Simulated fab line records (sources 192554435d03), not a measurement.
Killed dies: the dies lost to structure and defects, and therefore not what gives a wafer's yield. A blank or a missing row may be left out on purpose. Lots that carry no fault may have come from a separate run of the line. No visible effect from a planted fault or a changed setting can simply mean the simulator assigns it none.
Which tool did it? / flow n5-finfet / 9 lots, 25 wafers sampled, at 8 steps of a route of 1938

## WHAT THE GAUGES SHOWED, per wafer
N5_FIN_SAQP_INSPECT_18: inspects for defects (brightfield). Usual: 473 for raw-defect-count, sd 120.
lot=L649; measured=day 2 15:41; on=defect-inspect-02; raw-defect-count=526 468 418; flag=
lot=L651; measured=day 3 03:23; on=defect-inspect-02; raw-defect-count=431 522 500; flag=
lot=L655; measured=day 4 05:11; on=defect-inspect-02; raw-defect-count=1290 1294 1170; flag=OFF
lot=L657; measured=day 4 20:11; on=defect-inspect-02; raw-defect-count=425 436 602; flag=
lot=L658; measured=day 4 22:03; on=defect-inspect-02; raw-defect-count=1134 1273 1143; flag=OFF
lot=L661; measured=day 5 16:19; on=defect-inspect-01; raw-defect-count=466 481; flag=
lot=L662; measured=day 5 22:00; on=defect-inspect-01; raw-defect-count=684 422; flag=
lot=L667; measured=day 7 04:18; on=defect-inspect-01; raw-defect-count=357 514 348; flag=
lot=L669; measured=day 7 15:59; on=defect-inspect-01; raw-defect-count=700 485 549; flag=

N5_FIN_SAQP_INSPECT_40: inspects for defects (brightfield). Usual: 248 for raw-defect-count, sd 83.
lot=L649; measured=day 2 20:28; on=defect-inspect-01; raw-defect-count=196 188 226; flag=
lot=L651; measured=day 3 08:39; on=defect-inspect-02; raw-defect-count=204 194 289; flag=
lot=L655; measured=day 4 09:47; on=defect-inspect-02; raw-defect-count=964 914 974; flag=OFF
lot=L657; measured=day 5 03:10; on=defect-inspect-01; raw-defect-count=223 150 281; flag=
lot=L658; measured=day 5 05:14; on=defect-inspect-01; raw-defect-count=974 1071 1054; flag=OFF
lot=L661; measured=day 5 20:31; on=defect-inspect-02; raw-defect-count=326 240; flag=
lot=L662; measured=day 6 02:41; on=defect-inspect-01; raw-defect-count=229 266; flag=
lot=L667; measured=day 7 08:33; on=defect-inspect-02; raw-defect-count=277 198 266; flag=
lot=L669; measured=day 7 20:55; on=defect-inspect-02; raw-defect-count=194 219 299; flag=

N5_FIN_CUT_INSPECT_10: inspects for defects (brightfield). Usual: 45 for raw-defect-count, sd 15.
lot=L649; measured=day 2 20:59; on=defect-inspect-01; raw-defect-count=26 39 48; flag=
lot=L651; measured=day 3 09:02; on=defect-inspect-01; raw-defect-count=39 37 47; flag=
lot=L655; measured=day 4 10:10; on=defect-inspect-02; raw-defect-count=771 743 811; flag=OFF
lot=L657; measured=day 5 03:33; on=defect-inspect-02; raw-defect-count=41 31 52; flag=
lot=L658; measured=day 5 05:46; on=defect-inspect-02; raw-defect-count=739 796 770; flag=OFF
lot=L661; measured=day 5 21:02; on=defect-inspect-01; raw-defect-count=47 38; flag=
lot=L662; measured=day 6 03:04; on=defect-inspect-02; raw-defect-count=39 51; flag=
lot=L667; measured=day 7 08:56; on=defect-inspect-02; raw-defect-count=51 55 46; flag=
lot=L669; measured=day 7 21:18; on=defect-inspect-01; raw-defect-count=35 30 63; flag=

N5_BEOL_M4_RC_MEAS_101. Usual: DIBL_N 36.2 mV/V, standard deviation 2; DIBL_P 36.1 mV/V, standard deviation 2.4; IOFF_N 0.16 nA/um, standard deviation 0.035; IOFF_P 0.22 nA/um, standard deviation 0.041; ION_N 675 uA/um, standard deviation 14; ION_P 465 uA/um, standard deviation 8.6; SS_N 71.5 mV/dec, standard deviation 0.64; SS_P 73.2 mV/dec, standard deviation 0.76; VT_N 250 mV, standard deviation 3.9; VT_P -249 mV, standard deviation 3.4.
lot=L649; measured=day 9 04:04; on=prober-02; DIBL_N (mV/V)=36.6 35.0 37.3; DIBL_P (mV/V)=35.9 33.7 37.3; IOFF_N (nA/um)=0.18 0.14 0.20; IOFF_P (nA/um)=0.23 0.18 0.25; ION_N (uA/um)=688 659 688; ION_P (uA/um)=476 447 469; SS_N (mV/dec)=71.7 71.1 71.7; SS_P (mV/dec)=73.7 72.8 74.3; VT_N (mV)=245 251 241; VT_P (mV)=-248 -252 -246; flag=
lot=L651; measured=day 9 17:11; on=prober-02; DIBL_N (mV/V)=38.1 38.1 37.6; DIBL_P (mV/V)=38.2 38.2 37.4; IOFF_N (nA/um)=0.18 0.17 0.17; IOFF_P (nA/um)=0.24 0.24 0.23; ION_N (uA/um)=681 670 672; ION_P (uA/um)=465 457 463; SS_N (mV/dec)=72.1 72.8 72.0; SS_P (mV/dec)=74.5 73.7 73.8; VT_N (mV)=247 251 248; VT_P (mV)=-249 -247 -251; flag=
lot=L655; measured=day 10 09:11; on=prober-02; DIBL_N (mV/V)=38.0 36.3 37.2; DIBL_P (mV/V)=38.3 37.4 37.9; IOFF_N (nA/um)=0.20 0.17 0.18; IOFF_P (nA/um)=0.25 0.24 0.25; ION_N (uA/um)=684 675 673; ION_P (uA/um)=474 469 469; SS_N (mV/dec)=70.9 70.7 71.1; SS_P (mV/dec)=73.9 74.4 73.4; VT_N (mV)=243 247 245; VT_P (mV)=-247 -249 -247; flag=
lot=L657; measured=day 11 05:33; on=prober-01; DIBL_N (mV/V)=38.2 35.1 32.3; DIBL_P (mV/V)=39.7 34.7 31.9; IOFF_N (nA/um)=0.21 0.14 0.10; IOFF_P (nA/um)=0.33 0.23 0.18; ION_N (uA/um)=696 664 664; ION_P (uA/um)=486 467 468; SS_N (mV/dec)=71.9 71.1 70.6; SS_P (mV/dec)=73.6 73.7 70.9; VT_N (mV)=245 249 255; VT_P (mV)=-240 -247 -249; flag=
lot=L658; measured=day 11 16:47; on=prober-02; DIBL_N (mV/V)=34.5 37.8 36.8; DIBL_P (mV/V)=37.1 40.2 39.5; IOFF_N (nA/um)=0.17 0.21 0.19; IOFF_P (nA/um)=0.26 0.30 0.29; ION_N (uA/um)=700 692 701; ION_P (uA/um)=483 479 482; SS_N (mV/dec)=71.5 72.4 71.1; SS_P (mV/dec)=73.2 73.9 73.4; VT_N (mV)=245 248 248; VT_P (mV)=-246 -243 -244; flag=
lot=L661; measured=day 12 00:40; on=prober-02; DIBL_N (mV/V)=37.6 33.6; DIBL_P (mV/V)=37.2 33.2; IOFF_N (nA/um)=0.17 0.12; IOFF_P (nA/um)=0.23 0.18; ION_N (uA/um)=680 682; ION_P (uA/um)=462 476; SS_N (mV/dec)=72.6 70.6; SS_P (mV/dec)=73.5 71.9; VT_N (mV)=250 253; VT_P (mV)=-247 -250; flag=
lot=L662; measured=day 12 00:33; on=prober-01; DIBL_N (mV/V)=36.6 33.0; DIBL_P (mV/V)=37.2 31.7; IOFF_N (nA/um)=0.16 0.10; IOFF_P (nA/um)=0.23 0.16; ION_N (uA/um)=677 653; ION_P (uA/um)=472 453; SS_N (mV/dec)=71.4 71.0; SS_P (mV/dec)=72.4 71.6; VT_N (mV)=249 255; VT_P (mV)=-246 -251; flag=
lot=L667; measured=day 13 07:56; on=prober-02; DIBL_N (mV/V)=35.1 39.0 39.5; DIBL_P (mV/V)=34.5 38.9 40.1; IOFF_N (nA/um)=0.12 0.17 0.18; IOFF_P (nA/um)=0.15 0.20 0.21; ION_N (uA/um)=673 664 679; ION_P (uA/um)=450 453 456; SS_N (mV/dec)=70.5 72.7 72.6; SS_P (mV/dec)=73.3 74.4 73.8; VT_N (mV)=255 254 256; VT_P (mV)=-255 -252 -253; flag=
lot=L669; measured=day 14 02:49; on=prober-01; DIBL_N (mV/V)=36.4 36.0 33.9; DIBL_P (mV/V)=36.3 36.5 33.8; IOFF_N (nA/um)=0.15 0.14 0.12; IOFF_P (nA/um)=0.18 0.18 0.16; ION_N (uA/um)=654 671 669; ION_P (uA/um)=446 454 458; SS_N (mV/dec)=71.6 71.5 70.8; SS_P (mV/dec)=73.3 73.3 71.7; VT_N (mV)=257 254 254; VT_P (mV)=-255 -254 -256; flag=

## EACH LOT AND THE TOOL THAT RAN IT (in order: tool; ch and the chambers of the sampled wafers; start)
lot=L649; N5_FIN_SAQP_PECVD_48=pecvd-01 ch 0,1, day 2 15:00; N5_FIN_SAQP_HM_OPEN_73=rie-diel-03 ch 1,3, day 2 15:59; N5_FIN_SAQP_ETCH_65=rie-si-05 ch 1,2,3, day 2 18:19; N5_FIN_SAQP_MANDREL_ETCH_58=rie-si-05 ch 1,2,3, day 2 18:21
lot=L651; N5_FIN_SAQP_PECVD_48=pecvd-01 ch 0,1,2, day 3 02:43; N5_FIN_SAQP_HM_OPEN_73=rie-diel-04 ch 0,1, day 3 03:55; N5_FIN_SAQP_ETCH_65=rie-si-05 ch 1,3, day 3 06:10; N5_FIN_SAQP_MANDREL_ETCH_58=rie-si-05 ch 1,3, day 3 06:12
lot=L655; N5_FIN_SAQP_PECVD_48=pecvd-01 ch 0,1,2, day 4 04:38; N5_FIN_SAQP_HM_OPEN_73=rie-diel-01 ch 0,1,3, day 4 05:26; N5_FIN_SAQP_ETCH_65=rie-si-02 ch 0,1,2, day 4 07:40; N5_FIN_SAQP_MANDREL_ETCH_58=rie-si-02 ch 0,1,2, day 4 07:43
lot=L657; N5_FIN_SAQP_PECVD_48=pecvd-02 ch 0,2, day 4 19:30; N5_FIN_SAQP_HM_OPEN_73=rie-diel-03 ch 0,1, day 4 20:31; N5_FIN_SAQP_ETCH_65=rie-si-02 ch 0,1,2, day 5 00:40; N5_FIN_SAQP_MANDREL_ETCH_58=rie-si-02 ch 0,1,2, day 5 00:43
lot=L658; N5_FIN_SAQP_PECVD_48=pecvd-01 ch 0,1,2, day 4 21:22; N5_FIN_SAQP_HM_OPEN_73=rie-diel-01 ch 0,2, day 4 22:17; N5_FIN_SAQP_ETCH_65=rie-si-05 ch 2,3, day 5 02:17; N5_FIN_SAQP_MANDREL_ETCH_58=rie-si-05 ch 2,3, day 5 02:19
lot=L661; N5_FIN_SAQP_PECVD_48=pecvd-04 ch 0,1, day 5 15:39; N5_FIN_SAQP_HM_OPEN_73=rie-diel-04 ch 0,2, day 5 16:32; N5_FIN_SAQP_ETCH_65=rie-si-02 ch 0,3, day 5 18:30; N5_FIN_SAQP_MANDREL_ETCH_58=rie-si-02 ch 0,3, day 5 18:32
lot=L662; N5_FIN_SAQP_PECVD_48=pecvd-04 ch 0,1, day 5 21:19; N5_FIN_SAQP_HM_OPEN_73=rie-diel-04 ch 0,1, day 5 22:14; N5_FIN_SAQP_ETCH_65=rie-si-04 ch 1,3, day 6 00:31; N5_FIN_SAQP_MANDREL_ETCH_58=rie-si-04 ch 1,3, day 6 00:33
lot=L667; N5_FIN_SAQP_PECVD_48=pecvd-04 ch 0,1,2, day 7 03:37; N5_FIN_SAQP_HM_OPEN_73=rie-diel-04 ch 0,1, day 7 04:32; N5_FIN_SAQP_ETCH_65=rie-si-04 ch 1,2,3, day 7 06:29; N5_FIN_SAQP_MANDREL_ETCH_58=rie-si-04 ch 1,2,3, day 7 06:32
lot=L669; N5_FIN_SAQP_PECVD_48=pecvd-04 ch 0,1,2, day 7 15:17; N5_FIN_SAQP_HM_OPEN_73=rie-diel-01 ch 1,2,3, day 7 16:18; N5_FIN_SAQP_ETCH_65=rie-si-04 ch 1,2,3, day 7 18:56; N5_FIN_SAQP_MANDREL_ETCH_58=rie-si-04 ch 1,2,3, day 7 18:58
- N5_FIN_SAQP_PECVD_48: deposits SiNx from SiH4/NH3/N2, target thk 25 nm, time 22.1 s.
- N5_FIN_SAQP_HM_OPEN_73: chemistry CHF3/O2, target SiO2, stops on a-Si, target depth 12 nm, time 16.8 s.
- N5_FIN_SAQP_ETCH_65: etches SiO2 in CF4, target depth 4 nm, time 4.4 s.
- N5_FIN_SAQP_MANDREL_ETCH_58: etches a-Si in HBr/Cl2, stops on SiNx, target depth 45 nm, bt time 10 s, time 27 s.

## AS READ BY THE TOOLS THEMSELVES (means over the sampled wafers that have a number; for cases with no such wafer, the mark the record gives instead)
N5_FIN_SAQP_PECVD_48. Usual: heater-power-w 756 W, standard deviation 88; showerhead-plenum-p-Torr 5.10 Torr, standard deviation 0.087; throttle-valve-pct 40.3 %, standard deviation 1.9.
lot=L649; tool=pecvd-01; heater-power-w (W)=746; showerhead-plenum-p-Torr (Torr)=5.05; throttle-valve-pct (%)=39.7; flag=
lot=L651; tool=pecvd-01; heater-power-w (W)=803; showerhead-plenum-p-Torr (Torr)=5.07; throttle-valve-pct (%)=39.9; flag=
lot=L655; tool=pecvd-01; heater-power-w (W)=797; showerhead-plenum-p-Torr (Torr)=5.07; throttle-valve-pct (%)=39.9; flag=
lot=L657; tool=pecvd-02; heater-power-w (W)=770; showerhead-plenum-p-Torr (Torr)=5.08; throttle-valve-pct (%)=41.0; flag=
lot=L658; tool=pecvd-01; heater-power-w (W)=816; showerhead-plenum-p-Torr (Torr)=5.08; throttle-valve-pct (%)=40.0; flag=
lot=L661; tool=pecvd-04; heater-power-w (W)=781; showerhead-plenum-p-Torr (Torr)=5.16; throttle-valve-pct (%)=41.8; flag=
lot=L662; tool=pecvd-04; heater-power-w (W)=749; showerhead-plenum-p-Torr (Torr)=5.18; throttle-valve-pct (%)=41.8; flag=
lot=L667; tool=pecvd-04; heater-power-w (W)=736; showerhead-plenum-p-Torr (Torr)=5.13; throttle-valve-pct (%)=40.8; flag=
lot=L669; tool=pecvd-04; heater-power-w (W)=714; showerhead-plenum-p-Torr (Torr)=5.14; throttle-valve-pct (%)=40.7; flag=

N5_FIN_SAQP_HM_OPEN_73. Usual: drypump-motor-current-A 5.6 A, standard deviation 0.41; oes-product-au 0.46 a.u., standard deviation 0.049; rf-vpp-V 517 V, standard deviation 11; showerhead-plenum-p-Torr 2.39 Torr, standard deviation 0.055; throttle-valve-pct 18.78 %, standard deviation 0.27.
lot=L649; tool=rie-diel-03; drypump-motor-current-A (A)=5.3; oes-product-au (a.u.)=0.43; rf-vpp-V (V)=509; showerhead-plenum-p-Torr (Torr)=2.41; throttle-valve-pct (%)=19.04; flag=
lot=L651; tool=rie-diel-04; drypump-motor-current-A (A)=5.6; oes-product-au (a.u.)=0.42; rf-vpp-V (V)=526; showerhead-plenum-p-Torr (Torr)=2.37; throttle-valve-pct (%)=18.95; flag=
lot=L655; tool=rie-diel-01; drypump-motor-current-A (A)=5.6; oes-product-au (a.u.)=0.48; rf-vpp-V (V)=520; showerhead-plenum-p-Torr (Torr)=2.43; throttle-valve-pct (%)=18.61; flag=
lot=L657; tool=rie-diel-03; drypump-motor-current-A (A)=6.0; oes-product-au (a.u.)=0.44; rf-vpp-V (V)=502; showerhead-plenum-p-Torr (Torr)=2.44; throttle-valve-pct (%)=19.01; flag=
lot=L658; tool=rie-diel-01; drypump-motor-current-A (A)=5.8; oes-product-au (a.u.)=0.42; rf-vpp-V (V)=510; showerhead-plenum-p-Torr (Torr)=2.36; throttle-valve-pct (%)=18.90; flag=
lot=L661; tool=rie-diel-04; drypump-motor-current-A (A)=5.8; oes-product-au (a.u.)=0.47; rf-vpp-V (V)=524; showerhead-plenum-p-Torr (Torr)=2.37; throttle-valve-pct (%)=18.63; flag=
lot=L662; tool=rie-diel-04; drypump-motor-current-A (A)=5.8; oes-product-au (a.u.)=0.51; rf-vpp-V (V)=526; showerhead-plenum-p-Torr (Torr)=2.37; throttle-valve-pct (%)=18.73; flag=
lot=L667; tool=rie-diel-04; drypump-motor-current-A (A)=5.8; oes-product-au (a.u.)=0.47; rf-vpp-V (V)=528; showerhead-plenum-p-Torr (Torr)=2.36; throttle-valve-pct (%)=18.78; flag=
lot=L669; tool=rie-diel-01; drypump-motor-current-A (A)=5.7; oes-product-au (a.u.)=0.50; rf-vpp-V (V)=513; showerhead-plenum-p-Torr (Torr)=2.46; throttle-valve-pct (%)=18.62; flag=

N5_FIN_SAQP_ETCH_65. Usual: drypump-motor-current-A 5.5 A, standard deviation 0.42; oes-product-au 1.001 a.u., standard deviation 0.027; throttle-valve-pct 21.72 %, standard deviation 0.29.
lot=L649; tool=rie-si-05; drypump-motor-current-A (A)=5.2; oes-product-au (a.u.)=1.007; throttle-valve-pct (%)=21.63; flag=
lot=L651; tool=rie-si-05; drypump-motor-current-A (A)=5.1; oes-product-au (a.u.)=1.010; throttle-valve-pct (%)=21.39; flag=
lot=L655; tool=rie-si-02; drypump-motor-current-A (A)=5.5; oes-product-au (a.u.)=0.983; throttle-valve-pct (%)=21.71; flag=
lot=L657; tool=rie-si-02; drypump-motor-current-A (A)=5.5; oes-product-au (a.u.)=0.987; throttle-valve-pct (%)=21.72; flag=
lot=L658; tool=rie-si-05; drypump-motor-current-A (A)=5.4; oes-product-au (a.u.)=1.013; throttle-valve-pct (%)=21.74; flag=
lot=L661; tool=rie-si-02; drypump-motor-current-A (A)=5.5; oes-product-au (a.u.)=0.966; throttle-valve-pct (%)=21.73; flag=
lot=L662; tool=rie-si-04; drypump-motor-current-A (A)=5.3; oes-product-au (a.u.)=1.014; throttle-valve-pct (%)=21.92; flag=
lot=L667; tool=rie-si-04; drypump-motor-current-A (A)=5.7; oes-product-au (a.u.)=0.998; throttle-valve-pct (%)=21.76; flag=
lot=L669; tool=rie-si-04; drypump-motor-current-A (A)=5.7; oes-product-au (a.u.)=0.998; throttle-valve-pct (%)=21.75; flag=

N5_FIN_SAQP_MANDREL_ETCH_58. Usual: drypump-motor-current-A 5.5 A, standard deviation 0.41; oes-product-au 0.702 a.u., standard deviation 0.012; throttle-valve-pct 35.52 %, standard deviation 0.29.
lot=L649; tool=rie-si-05; drypump-motor-current-A (A)=5.2; oes-product-au (a.u.)=0.699; throttle-valve-pct (%)=35.38; flag=
lot=L651; tool=rie-si-05; drypump-motor-current-A (A)=5.1; oes-product-au (a.u.)=0.709; throttle-valve-pct (%)=35.41; flag=
lot=L655; tool=rie-si-02; drypump-motor-current-A (A)=5.5; oes-product-au (a.u.)=0.709; throttle-valve-pct (%)=35.58; flag=
lot=L657; tool=rie-si-02; drypump-motor-current-A (A)=5.5; oes-product-au (a.u.)=0.703; throttle-valve-pct (%)=35.57; flag=
lot=L658; tool=rie-si-05; drypump-motor-current-A (A)=5.4; oes-product-au (a.u.)=0.712; throttle-valve-pct (%)=35.41; flag=
lot=L661; tool=rie-si-02; drypump-motor-current-A (A)=5.6; oes-product-au (a.u.)=0.697; throttle-valve-pct (%)=35.69; flag=
lot=L662; tool=rie-si-04; drypump-motor-current-A (A)=5.4; oes-product-au (a.u.)=0.706; throttle-valve-pct (%)=35.77; flag=
lot=L667; tool=rie-si-04; drypump-motor-current-A (A)=5.7; oes-product-au (a.u.)=0.697; throttle-valve-pct (%)=35.61; flag=
lot=L669; tool=rie-si-04; drypump-motor-current-A (A)=5.7; oes-product-au (a.u.)=0.697; throttle-valve-pct (%)=35.60; flag=

## THE ANSWER, worked out from the rows above alone
Rule: lot off if the mean of its wafers having a number is beyond 3 standard deviations from the usual mean. Also off: a lot with no number at a reading for which 4 or more lots have one. The other lots that the step has rows for count as sound. The gauges are gone through in route order, then the tools' own readings, and for those a lot's mean is taken as printed above. At the first step where some lot is off, the reading lying furthest off is the one used; lots without a number count as furthest.
Off: L655, L658 (N5_FIN_SAQP_INSPECT_18, raw-defect-count).
If a tool, at a process step before that reading, ran all the lots that are off and no sound lot after the first of them, it fits. The gauges at N5_FIN_SAQP_INSPECT_18 are tried like those tools. One fits: pecvd-01 at N5_FIN_SAQP_PECVD_48. Its last sound lot is L651 (day 3 02:43), its first lot that is off L655 (day 4 04:38): a fault that began between those two fits.

## WHAT HAD BEEN PUT IN BY THE SIMULATOR
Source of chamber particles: pecvd-01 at N5_FIN_SAQP_PECVD_48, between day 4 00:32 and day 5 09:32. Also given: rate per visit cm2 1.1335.
Struck lots among those shown: L655, L658. The rule above found the same.
